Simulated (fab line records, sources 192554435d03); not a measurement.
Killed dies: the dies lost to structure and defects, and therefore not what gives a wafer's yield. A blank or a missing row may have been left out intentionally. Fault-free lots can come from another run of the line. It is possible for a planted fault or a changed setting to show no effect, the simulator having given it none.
Which tool is to blame?	flow n5_finfet	11 lots with 33 wafers sampled at 2 steps, on a route of 1938 steps

WHAT THE GAUGES READ, wafer by wafer
N5_PASSIVATION_CD_MEAS_10: target cd 3000 nm.
lot	measured	on	cd_nm (nm)
L255	day 11 17:25	cd_sem-01	2994 2994 3001
L257	day 12 05:03	cd_sem-02	2997 2996 2998
L259	day 12 20:56	cd_sem-03	2999 3005 3003
L258	day 13 01:12	cd_sem-02	3003 2997 2994
L261	day 14 00:56	cd_sem-01	3001 3002 3000
L264	day 14 06:39	cd_sem-02	3001 2995 2999
L265	day 14 18:02	cd_sem-01	3001 3003 3004
L269	day 15 13:13	cd_sem-02	3005 3000 3008
L268	day 15 16:39	cd_sem-03	2999 3000 2998
L278	day 17 12:56	cd_sem-02	3003 3007 3004
L277	day 17 17:04	cd_sem-02	2995 2996 3000

EACH LOT AND THE TOOL THAT RAN IT (in order: tool; ch and the chambers of the sampled wafers; start)
lot	N5_BEOL_M12_PRECLEAN_39
L255	wet_bench-06 ch 4,6,7, day 10 14:23
L257	wet_bench-03 ch 0,1,2, day 10 18:46
L259	wet_bench-06 ch 0,3,4, day 11 18:12
L258	wet_bench-06 ch 5,6,7, day 12 01:49
L261	wet_bench-06 ch 2,3,7, day 12 22:40
L264	wet_bench-03 ch 2,3,7, day 12 23:03
L265	wet_bench-04 ch 1,5,7, day 13 14:49
L269	wet_bench-06 ch 3,4,6, day 14 08:32
L268	wet_bench-06 ch 1,4,5, day 14 13:43
L278	wet_bench-04 ch 2,3,4, day 16 08:40
L277	wet_bench-03 ch 0,1,5, day 16 11:37
- N5_BEOL_M12_PRECLEAN_39: cleans in residue remover, time 60 s.

WHAT THE TOOLS THEMSELVES READ (means of the sampled wafers that have a number; where no wafer has one, the mark that the record gives instead)
The record holds no such reading with a usual standard deviation.

THE ANSWER, worked out from the rows above alone
Rule: usual is defined by the lots themselves. The widest of any qualifying gaps counts: lots, ordered by their means at a reading, are off when they make up no more than a third of the lots, leave a main group of 4 or more, and stand apart from it by 3 or more times the standard deviation of that group's means. Not used: any main group whose means are identical at the precision the tables above print for the reading. A lot without any number at a reading at which 4 lots or more have one is off too. All remaining lots with rows at the step are treated as sound. The gauges are gone through in route order, then the tools' own readings, and for those a lot's mean is taken as printed above. The first step at which some lot is off is used, and at that step the reading that is off furthest; a lot without a number counts as furthest.
None of the lots is off at any reading shown; this tells nothing.

WHAT THE SIMULATOR HAD INSERTED
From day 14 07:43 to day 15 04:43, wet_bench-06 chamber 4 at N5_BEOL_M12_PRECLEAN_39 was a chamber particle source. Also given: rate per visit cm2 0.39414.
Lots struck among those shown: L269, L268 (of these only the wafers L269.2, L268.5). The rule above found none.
